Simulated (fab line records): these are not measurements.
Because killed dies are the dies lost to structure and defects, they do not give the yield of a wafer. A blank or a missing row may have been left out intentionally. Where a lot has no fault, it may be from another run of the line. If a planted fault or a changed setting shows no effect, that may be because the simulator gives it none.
What tool caused it? / flow nandHarc / 24 lots, 72 wafers sampled, at 3 steps of a route of 1159

== WHAT EACH GAUGE READ, for each wafer ==
NHARC_A_CHANNEL_FILL_D1_INSPECT_13.
lot=L074; measured=day 10 21:18; on=defectInspect-01; rawDefectCount=250 414 230
lot=L075; measured=day 11 06:43; on=defectInspect-02; rawDefectCount=521 526 281
lot=L077; measured=day 11 06:32; on=defectInspect-02; rawDefectCount=251 309 342
lot=L076; measured=day 11 13:37; on=defectInspect-02; rawDefectCount=251 312 129
lot=L078; measured=day 11 13:26; on=defectInspect-02; rawDefectCount=247 457 331
lot=L079; measured=day 12 03:47; on=defectInspect-01; rawDefectCount=360 218 211
lot=L081; measured=day 12 22:34; on=defectInspect-01; rawDefectCount=171 266 264
lot=L080; measured=day 12 15:35; on=defectInspect-01; rawDefectCount=225 221 141
lot=L082; measured=day 12 15:40; on=defectInspect-01; rawDefectCount=191 126 158
lot=L083; measured=day 12 22:41; on=defectInspect-01; rawDefectCount=167 242 234
lot=L084; measured=day 12 22:31; on=defectInspect-02; rawDefectCount=424 627 640
lot=L086; measured=day 13 19:44; on=defectInspect-01; rawDefectCount=322 263 257
lot=L087; measured=day 13 22:57; on=defectInspect-01; rawDefectCount=241 346 624
lot=L085; measured=day 14 01:52; on=defectInspect-01; rawDefectCount=505 332 394
lot=L088; measured=day 14 08:51; on=defectInspect-01; rawDefectCount=305 379 265
lot=L089; measured=day 14 16:20; on=defectInspect-02; rawDefectCount=228 248 312
lot=L090; measured=day 14 20:20; on=defectInspect-01; rawDefectCount=436 333 210
lot=L091; measured=day 14 20:16; on=defectInspect-02; rawDefectCount=302 256 417
lot=L092; measured=day 15 00:15; on=defectInspect-02; rawDefectCount=255 107 218
lot=L093; measured=day 15 11:43; on=defectInspect-02; rawDefectCount=260 383 196
lot=L094; measured=day 15 07:37; on=defectInspect-01; rawDefectCount=212 125 246
lot=L095; measured=day 15 17:20; on=defectInspect-02; rawDefectCount=389 294 463
lot=L097; measured=day 16 13:33; on=defectInspect-02; rawDefectCount=444 309 298
lot=L096; measured=day 16 16:30; on=defectInspect-02; rawDefectCount=311 559 551

== WHICH TOOL RAN EACH LOT (tool, then ch and the chambers of the sampled wafers, then the start) ==
lot=L074; NHARC_A_CHANNEL_FILL_D1_STRIP_28=rieDiel-05 ch 0,2,3, day 9 19:11; NHARC_A_CHANNEL_FILL_D1_ALD_25=aldHk-01 ch 1,3, day 10 09:52
lot=L075; NHARC_A_CHANNEL_FILL_D1_STRIP_28=rieDiel-05 ch 0,1,3, day 10 06:26; NHARC_A_CHANNEL_FILL_D1_ALD_25=aldHk-04 ch 0,2,3, day 10 19:07
lot=L077; NHARC_A_CHANNEL_FILL_D1_STRIP_28=rieDiel-11 ch 0,1,2, day 10 06:26; NHARC_A_CHANNEL_FILL_D1_ALD_25=aldHk-03 ch 0,1, day 10 18:40
lot=L076; NHARC_A_CHANNEL_FILL_D1_STRIP_28=rieDiel-11 ch 0,3, day 10 12:56; NHARC_A_CHANNEL_FILL_D1_ALD_25=aldHk-01 ch 1,3, day 11 02:07
lot=L078; NHARC_A_CHANNEL_FILL_D1_STRIP_28=rieDiel-05 ch 0,1,2, day 10 12:58; NHARC_A_CHANNEL_FILL_D1_ALD_25=aldHk-04 ch 2,3, day 11 01:30
lot=L079; NHARC_A_CHANNEL_FILL_D1_STRIP_28=rieDiel-03 ch 1,2, day 11 04:11; NHARC_A_CHANNEL_FILL_D1_ALD_25=aldHk-03 ch 0,3, day 11 15:56
lot=L081; NHARC_A_CHANNEL_FILL_D1_STRIP_28=rieDiel-05 ch 1,2, day 11 15:22; NHARC_A_CHANNEL_FILL_D1_ALD_25=aldHk-04 ch 0,1,3, day 12 07:57
lot=L080; NHARC_A_CHANNEL_FILL_D1_STRIP_28=rieDiel-03 ch 0,1,2, day 11 15:22; NHARC_A_CHANNEL_FILL_D1_ALD_25=aldHk-03 ch 0,2,3, day 12 05:22
lot=L082; NHARC_A_CHANNEL_FILL_D1_STRIP_28=rieDiel-11 ch 1,3, day 11 15:23; NHARC_A_CHANNEL_FILL_D1_ALD_25=aldHk-01 ch 0,3, day 12 03:36
lot=L083; NHARC_A_CHANNEL_FILL_D1_STRIP_28=rieDiel-05 ch 0,1,3, day 11 23:44; NHARC_A_CHANNEL_FILL_D1_ALD_25=aldHk-01 ch 2,3, day 12 11:29
lot=L084; NHARC_A_CHANNEL_FILL_D1_STRIP_28=rieDiel-11 ch 1,2,3, day 11 23:47; NHARC_A_CHANNEL_FILL_D1_ALD_25=aldHk-03 ch 0,2, day 12 12:06
lot=L086; NHARC_A_CHANNEL_FILL_D1_STRIP_28=rieDiel-11 ch 0,1,2, day 12 19:35; NHARC_A_CHANNEL_FILL_D1_ALD_25=aldHk-01 ch 0,1, day 13 07:16
lot=L087; NHARC_A_CHANNEL_FILL_D1_STRIP_28=rieDiel-05 ch 0,2,3, day 12 19:35; NHARC_A_CHANNEL_FILL_D1_ALD_25=aldHk-04 ch 0,1,2, day 13 09:41
lot=L085; NHARC_A_CHANNEL_FILL_D1_STRIP_28=rieDiel-03 ch 1,2, day 13 02:09; NHARC_A_CHANNEL_FILL_D1_ALD_25=aldHk-03 ch 1,3, day 13 13:50
lot=L088; NHARC_A_CHANNEL_FILL_D1_STRIP_28=rieDiel-05 ch 0,1,2, day 13 08:38; NHARC_A_CHANNEL_FILL_D1_ALD_25=aldHk-03 ch 2,3, day 13 20:11
lot=L089; NHARC_A_CHANNEL_FILL_D1_STRIP_28=rieDiel-11 ch 1,2,3, day 13 14:58; NHARC_A_CHANNEL_FILL_D1_ALD_25=aldHk-01 ch 0,1,2, day 14 04:18
lot=L090; NHARC_A_CHANNEL_FILL_D1_STRIP_28=rieDiel-11 ch 1,2, day 13 20:26; NHARC_A_CHANNEL_FILL_D1_ALD_25=aldHk-01 ch 1,2,3, day 14 10:02
lot=L091; NHARC_A_CHANNEL_FILL_D1_STRIP_28=rieDiel-05 ch 0,2,3, day 13 20:27; NHARC_A_CHANNEL_FILL_D1_ALD_25=aldHk-03 ch 0,1, day 14 09:02
lot=L092; NHARC_A_CHANNEL_FILL_D1_STRIP_28=rieDiel-05 ch 1,2,3, day 13 23:56; NHARC_A_CHANNEL_FILL_D1_ALD_25=aldHk-04 ch 1,3, day 14 12:26
lot=L093; NHARC_A_CHANNEL_FILL_D1_STRIP_28=rieDiel-03 ch 0,2,3, day 14 08:01; NHARC_A_CHANNEL_FILL_D1_ALD_25=aldHk-01 ch 0,2,3, day 14 19:46
lot=L094; NHARC_A_CHANNEL_FILL_D1_STRIP_28=rieDiel-05 ch 2,3, day 14 08:02; NHARC_A_CHANNEL_FILL_D1_ALD_25=aldHk-04 ch 1,2, day 14 19:46
lot=L095; NHARC_A_CHANNEL_FILL_D1_STRIP_28=rieDiel-11 ch 1,2, day 14 17:42; NHARC_A_CHANNEL_FILL_D1_ALD_25=aldHk-04 ch 0,1,3, day 15 07:08
lot=L097; NHARC_A_CHANNEL_FILL_D1_STRIP_28=rieDiel-03 ch 0,2,3, day 15 13:31; NHARC_A_CHANNEL_FILL_D1_ALD_25=aldHk-03 ch 0,1, day 16 01:17
lot=L096; NHARC_A_CHANNEL_FILL_D1_STRIP_28=rieDiel-05 ch 1,2,3, day 15 16:53; NHARC_A_CHANNEL_FILL_D1_ALD_25=aldHk-01 ch 0,1,2, day 16 04:36
- NHARC_A_CHANNEL_FILL_D1_STRIP_28: strips in O2, time 20 s.
- NHARC_A_CHANNEL_FILL_D1_ALD_25: deposits SiOx, target thk 60 nm, pulse time 10 s, ald cycles 600.

== WHAT THE TOOLS THEMSELVES READ (means of the sampled wafers that have a number; where no wafer has one, the mark that the record gives instead) ==
NHARC_A_CHANNEL_FILL_D1_STRIP_28.
lot=L074; tool=rieDiel-05; drypumpMotorCurrentA (A)=5.6; oesProductAu (a.u.)=0.990; rfVppV (V)=58.2; showerheadPlenumPTorr (Torr)=3.51; throttleValvePct (%)=17.043
lot=L075; tool=rieDiel-05; drypumpMotorCurrentA (A)=5.7; oesProductAu (a.u.)=1.002; rfVppV (V)=57.4; showerheadPlenumPTorr (Torr)=3.55; throttleValvePct (%)=17.034
lot=L077; tool=rieDiel-11; drypumpMotorCurrentA (A)=5.8; oesProductAu (a.u.)=0.993; rfVppV (V)=58.1; showerheadPlenumPTorr (Torr)=3.58; throttleValvePct (%)=17.043
lot=L076; tool=rieDiel-11; drypumpMotorCurrentA (A)=6.0; oesProductAu (a.u.)=0.997; rfVppV (V)=57.6; showerheadPlenumPTorr (Torr)=3.65; throttleValvePct (%)=17.038
lot=L078; tool=rieDiel-05; drypumpMotorCurrentA (A)=5.7; oesProductAu (a.u.)=0.996; rfVppV (V)=57.3; showerheadPlenumPTorr (Torr)=3.58; throttleValvePct (%)=17.031
lot=L079; tool=rieDiel-03; drypumpMotorCurrentA (A)=5.5; oesProductAu (a.u.)=0.992; rfVppV (V)=58.6; showerheadPlenumPTorr (Torr)=3.64; throttleValvePct (%)=17.034
lot=L081; tool=rieDiel-05; drypumpMotorCurrentA (A)=5.9; oesProductAu (a.u.)=0.995; rfVppV (V)=57.8; showerheadPlenumPTorr (Torr)=3.53; throttleValvePct (%)=17.040
lot=L080; tool=rieDiel-03; drypumpMotorCurrentA (A)=5.5; oesProductAu (a.u.)=0.996; rfVppV (V)=57.8; showerheadPlenumPTorr (Torr)=3.56; throttleValvePct (%)=17.026
lot=L082; tool=rieDiel-11; drypumpMotorCurrentA (A)=6.5; oesProductAu (a.u.)=0.982; rfVppV (V)=57.9; showerheadPlenumPTorr (Torr)=3.53; throttleValvePct (%)=17.030
lot=L083; tool=rieDiel-05; drypumpMotorCurrentA (A)=5.7; oesProductAu (a.u.)=0.984; rfVppV (V)=58.5; showerheadPlenumPTorr (Torr)=3.55; throttleValvePct (%)=17.041
lot=L084; tool=rieDiel-11; drypumpMotorCurrentA (A)=5.9; oesProductAu (a.u.)=0.988; rfVppV (V)=57.5; showerheadPlenumPTorr (Torr)=3.48; throttleValvePct (%)=17.039
lot=L086; tool=rieDiel-11; drypumpMotorCurrentA (A)=5.8; oesProductAu (a.u.)=0.988; rfVppV (V)=57.4; showerheadPlenumPTorr (Torr)=3.57; throttleValvePct (%)=17.043
lot=L087; tool=rieDiel-05; drypumpMotorCurrentA (A)=5.6; oesProductAu (a.u.)=0.987; rfVppV (V)=57.4; showerheadPlenumPTorr (Torr)=3.51; throttleValvePct (%)=17.047
lot=L085; tool=rieDiel-03; drypumpMotorCurrentA (A)=5.3; oesProductAu (a.u.)=0.989; rfVppV (V)=58.7; showerheadPlenumPTorr (Torr)=3.66; throttleValvePct (%)=17.044
lot=L088; tool=rieDiel-05; drypumpMotorCurrentA (A)=5.7; oesProductAu (a.u.)=0.985; rfVppV (V)=59.2; showerheadPlenumPTorr (Torr)=3.58; throttleValvePct (%)=17.038
lot=L089; tool=rieDiel-11; drypumpMotorCurrentA (A)=5.9; oesProductAu (a.u.)=0.987; rfVppV (V)=58.2; showerheadPlenumPTorr (Torr)=3.48; throttleValvePct (%)=17.034
lot=L090; tool=rieDiel-11; drypumpMotorCurrentA (A)=5.4; oesProductAu (a.u.)=0.988; rfVppV (V)=57.5; showerheadPlenumPTorr (Torr)=3.47; throttleValvePct (%)=17.042
lot=L091; tool=rieDiel-05; drypumpMotorCurrentA (A)=5.6; oesProductAu (a.u.)=0.987; rfVppV (V)=56.9; showerheadPlenumPTorr (Torr)=3.51; throttleValvePct (%)=17.032
lot=L092; tool=rieDiel-05; drypumpMotorCurrentA (A)=5.7; oesProductAu (a.u.)=0.985; rfVppV (V)=58.4; showerheadPlenumPTorr (Torr)=3.46; throttleValvePct (%)=17.033
lot=L093; tool=rieDiel-03; drypumpMotorCurrentA (A)=5.8; oesProductAu (a.u.)=0.991; rfVppV (V)=57.7; showerheadPlenumPTorr (Torr)=3.57; throttleValvePct (%)=17.043
lot=L094; tool=rieDiel-05; drypumpMotorCurrentA (A)=5.6; oesProductAu (a.u.)=0.999; rfVppV (V)=57.3; showerheadPlenumPTorr (Torr)=3.38; throttleValvePct (%)=17.044
lot=L095; tool=rieDiel-11; drypumpMotorCurrentA (A)=5.4; oesProductAu (a.u.)=0.982; rfVppV (V)=57.2; showerheadPlenumPTorr (Torr)=3.47; throttleValvePct (%)=17.035
lot=L097; tool=rieDiel-03; drypumpMotorCurrentA (A)=5.8; oesProductAu (a.u.)=0.982; rfVppV (V)=58.1; showerheadPlenumPTorr (Torr)=3.57; throttleValvePct (%)=17.040
lot=L096; tool=rieDiel-05; drypumpMotorCurrentA (A)=5.8; oesProductAu (a.u.)=1.007; rfVppV (V)=57.9; showerheadPlenumPTorr (Torr)=3.46; throttleValvePct (%)=17.036

NHARC_A_CHANNEL_FILL_D1_ALD_25.
lot=L074; tool=aldHk-01; heaterPowerOuterW (W)=301; heaterPowerW (W)=532; precursorPulseHeightRel=0.991
lot=L075; tool=aldHk-04; heaterPowerOuterW (W)=259; heaterPowerW (W)=458; precursorPulseHeightRel=0.999
lot=L077; tool=aldHk-03; heaterPowerOuterW (W)=247; heaterPowerW (W)=431; precursorPulseHeightRel=1.013
lot=L076; tool=aldHk-01; heaterPowerOuterW (W)=309; heaterPowerW (W)=562; precursorPulseHeightRel=0.988
lot=L078; tool=aldHk-04; heaterPowerOuterW (W)=260; heaterPowerW (W)=454; precursorPulseHeightRel=0.987
lot=L079; tool=aldHk-03; heaterPowerOuterW (W)=289; heaterPowerW (W)=476; precursorPulseHeightRel=0.983
lot=L081; tool=aldHk-04; heaterPowerOuterW (W)=287; heaterPowerW (W)=503; precursorPulseHeightRel=1.010
lot=L080; tool=aldHk-03; heaterPowerOuterW (W)=277; heaterPowerW (W)=461; precursorPulseHeightRel=0.988
lot=L082; tool=aldHk-01; heaterPowerOuterW (W)=298; heaterPowerW (W)=475; precursorPulseHeightRel=0.996
lot=L083; tool=aldHk-01; heaterPowerOuterW (W)=301; heaterPowerW (W)=518; precursorPulseHeightRel=1.010
lot=L084; tool=aldHk-03; heaterPowerOuterW (W)=260; heaterPowerW (W)=450; precursorPulseHeightRel=0.984
lot=L086; tool=aldHk-01; heaterPowerOuterW (W)=292; heaterPowerW (W)=497; precursorPulseHeightRel=1.007
lot=L087; tool=aldHk-04; heaterPowerOuterW (W)=263; heaterPowerW (W)=455; precursorPulseHeightRel=1.023
lot=L085; tool=aldHk-03; heaterPowerOuterW (W)=267; heaterPowerW (W)=499; precursorPulseHeightRel=1.009
lot=L088; tool=aldHk-03; heaterPowerOuterW (W)=296; heaterPowerW (W)=492; precursorPulseHeightRel=0.993
lot=L089; tool=aldHk-01; heaterPowerOuterW (W)=290; heaterPowerW (W)=507; precursorPulseHeightRel=1.026
lot=L090; tool=aldHk-01; heaterPowerOuterW (W)=293; heaterPowerW (W)=540; precursorPulseHeightRel=1.008
lot=L091; tool=aldHk-03; heaterPowerOuterW (W)=248; heaterPowerW (W)=434; precursorPulseHeightRel=0.996
lot=L092; tool=aldHk-04; heaterPowerOuterW (W)=317; heaterPowerW (W)=554; precursorPulseHeightRel=1.018
lot=L093; tool=aldHk-01; heaterPowerOuterW (W)=291; heaterPowerW (W)=499; precursorPulseHeightRel=1.008
lot=L094; tool=aldHk-04; heaterPowerOuterW (W)=290; heaterPowerW (W)=501; precursorPulseHeightRel=1.009
lot=L095; tool=aldHk-04; heaterPowerOuterW (W)=288; heaterPowerW (W)=503; precursorPulseHeightRel=1.017
lot=L097; tool=aldHk-03; heaterPowerOuterW (W)=265; heaterPowerW (W)=469; precursorPulseHeightRel=0.985
lot=L096; tool=aldHk-01; heaterPowerOuterW (W)=290; heaterPowerW (W)=506; precursorPulseHeightRel=0.987

== THE ANSWER, worked out from the rows above alone ==
Rule: what is usual is taken from the lots themselves. Put in order of their means at a reading, lots are off if they are a third of the lots or fewer, leave a main group of 4 or more, and stand apart from it by a gap of 3 or more times the standard deviation of the main group's means; of several such gaps the widest counts. Not used: any main group whose means are identical at the precision the tables above print for the reading. A lot without any number at a reading at which 4 lots or more have one is off too. Any other lot the step has rows for is counted as sound. The gauges are gone through in route order, then the tools' own readings, and for those a lot's mean is taken as printed above. At the first step where some lot is off, the reading lying furthest off is the one used; lots without a number count as furthest.
None of the lots is off at any reading shown; this tells nothing.

== WHAT WAS PUT IN BY THE SIMULATOR ==
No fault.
